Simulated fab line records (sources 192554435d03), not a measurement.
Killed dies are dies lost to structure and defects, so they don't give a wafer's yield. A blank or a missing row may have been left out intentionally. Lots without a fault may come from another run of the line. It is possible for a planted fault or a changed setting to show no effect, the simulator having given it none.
Split-lot experiment :: flow n5_finfet :: 21 wafers read from 7 lots, route of 1938 steps

ON THE SPLIT
At N5_BEOL_M7_ETCH_41 (etches SiCN in CH3F/O2, target depth 31.9 nm, time 57.8 s), the setting source_w was moved away from the recipe's 395 W on 7 of the 21 wafers read, by +10.1% to +17.8%. The other wafers ran this setting at the recipe's value.

The reading is taken at the split's own step.

THE READING
rf_vpp_V, in V, at N5_BEOL_M7_ETCH_41 (etches SiCN in CH3F/O2, target depth 31.9 nm, time 57.8 s). On this fab line, fault-free wafers typically give 297.9 V with a standard deviation of 1.4 V.

wafer: L076.2
tool, chamber at the split: rie_diel-02, 2
source_w as run, W: 395
against the recipe: recipe
rf_vpp_V, V: 296.9
against lot-mates on the recipe: -

wafer: L076.3
tool, chamber at the split: rie_diel-02, 1
source_w as run, W: 395
against the recipe: recipe
rf_vpp_V, V: 298.3
against lot-mates on the recipe: -

wafer: L076.4
tool, chamber at the split: rie_diel-02, 0
source_w as run, W: 395
against the recipe: recipe
rf_vpp_V, V: 298.3
against lot-mates on the recipe: -

wafer: L074.3
tool, chamber at the split: rie_diel-01, 2
source_w as run, W: 395
against the recipe: recipe
rf_vpp_V, V: 298.9
against lot-mates on the recipe: -

wafer: L074.5
tool, chamber at the split: rie_diel-01, 0
source_w as run, W: 395
against the recipe: recipe
rf_vpp_V, V: 298.6
against lot-mates on the recipe: -

wafer: L074.6
tool, chamber at the split: rie_diel-01, 3
source_w as run, W: 395
against the recipe: recipe
rf_vpp_V, V: 296.2
against lot-mates on the recipe: -

wafer: L079.1
tool, chamber at the split: rie_diel-05, 2
source_w as run, W: 434.9
against the recipe: +10.1%
rf_vpp_V, V: 287.8
against lot-mates on the recipe: -5.9

wafer: L079.4
tool, chamber at the split: rie_diel-05, 1
source_w as run, W: 434.9
against the recipe: +10.1%
rf_vpp_V, V: 288.7
against lot-mates on the recipe: -5.0

wafer: L079.6
tool, chamber at the split: rie_diel-05, 2
source_w as run, W: 395
against the recipe: recipe
rf_vpp_V, V: 293.7
against lot-mates on the recipe: -

wafer: L083.1
tool, chamber at the split: rie_diel-05, 3
source_w as run, W: 453.2
against the recipe: +14.7%
rf_vpp_V, V: 284.5
against lot-mates on the recipe: -11.7

wafer: L083.5
tool, chamber at the split: rie_diel-05, 0
source_w as run, W: 453.2
against the recipe: +14.7%
rf_vpp_V, V: 286.5
against lot-mates on the recipe: -9.7

wafer: L083.6
tool, chamber at the split: rie_diel-05, 1
source_w as run, W: 395
against the recipe: recipe
rf_vpp_V, V: 296.2
against lot-mates on the recipe: -

wafer: L088.1
tool, chamber at the split: rie_diel-05, 1
source_w as run, W: 395
against the recipe: recipe
rf_vpp_V, V: 298.1
against lot-mates on the recipe: -

wafer: L088.3
tool, chamber at the split: rie_diel-05, 2
source_w as run, W: 465.4
against the recipe: +17.8%
rf_vpp_V, V: 278.9
against lot-mates on the recipe: -19.6

wafer: L088.5
tool, chamber at the split: rie_diel-05, 0
source_w as run, W: 395
against the recipe: recipe
rf_vpp_V, V: 298.9
against lot-mates on the recipe: -

wafer: L092.2
tool, chamber at the split: rie_diel-02, 1
source_w as run, W: 395
against the recipe: recipe
rf_vpp_V, V: 297.1
against lot-mates on the recipe: -

wafer: L092.5
tool, chamber at the split: rie_diel-02, 3
source_w as run, W: 455
against the recipe: +15.2%
rf_vpp_V, V: 285.8
against lot-mates on the recipe: -12.2

wafer: L092.6
tool, chamber at the split: rie_diel-02, 0
source_w as run, W: 395
against the recipe: recipe
rf_vpp_V, V: 298.8
against lot-mates on the recipe: -

wafer: L095.1
tool, chamber at the split: rie_diel-02, 2
source_w as run, W: 395
against the recipe: recipe
rf_vpp_V, V: 297.3
against lot-mates on the recipe: -

wafer: L095.4
tool, chamber at the split: rie_diel-02, 0
source_w as run, W: 395
against the recipe: recipe
rf_vpp_V, V: 298.9
against lot-mates on the recipe: -

wafer: L095.5
tool, chamber at the split: rie_diel-02, 2
source_w as run, W: 461.1
against the recipe: +16.7%
rf_vpp_V, V: 281.0
against lot-mates on the recipe: -17.1

FIT RESULTS
A straight line over all 21 wafers: rf_vpp_V changes by -0.912 V for each +1% of source_w; r = -0.97; the points scatter about the line by 1.6 V.
The same after taking each lot's own level away (the mean of its wafers on the recipe; 21 wafers): -0.865 V for each +1%; r = -0.96; scatter 1.9 V.
According to that fit, moving source_w by its largest amount changes the reading by 15 V.
Measured against the standard deviation above, the lots' own levels, which go from 293.70 to 298.50 V, span 3.4 times it.
Hence the lot-to-lot level has little effect on the slope; both slopes agree.
Check: -13.9 V against its lot-mates is what the line predicts for one of the wafers moved furthest among these (+17.8%) when that wafer is left out of the fit. Against them it came out at -19.6 V.
Tool readings at the split's step, against how far the setting was moved: rf_vpp_V r = -0.97.

THE OTHER SPLITS THESE WAFERS WENT THROUGH
These wafers also went through other splits before the reading. Each is held against what the fit with the lots' levels taken away leaves over:
other split on the same wafers: N5_BEOL_M7_EXPOSE_25 dose_mj
wafers away from the commonest value: 4
r with rf_vpp_V (lot level and that fit taken away): -0.18

THE WHOLE CHAIN: every reading that the file lists as answering this split, in the file's order
step: N5_BEOL_M7_ETCH_41
what it does: etches SiCN in CH3F/O2, target depth 31.9 nm, time 57.8 s
reading: rf_vpp_V
change (the file's fit): -0.9 V for each +1% of the setting
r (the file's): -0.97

step: N5_BEOL_M7_ETCH_41
what it does: etches SiCN in CH3F/O2, target depth 31.9 nm, time 57.8 s
reading: etch.depth_nm (the simulator's own value, which no gauge read)
change (the file's fit): +0.0959 nm for each +1% of the setting
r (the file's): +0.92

FILE'S OWN FIT
rf_vpp_V changes by -0.9 V for each +1% of source_w, r = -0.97.
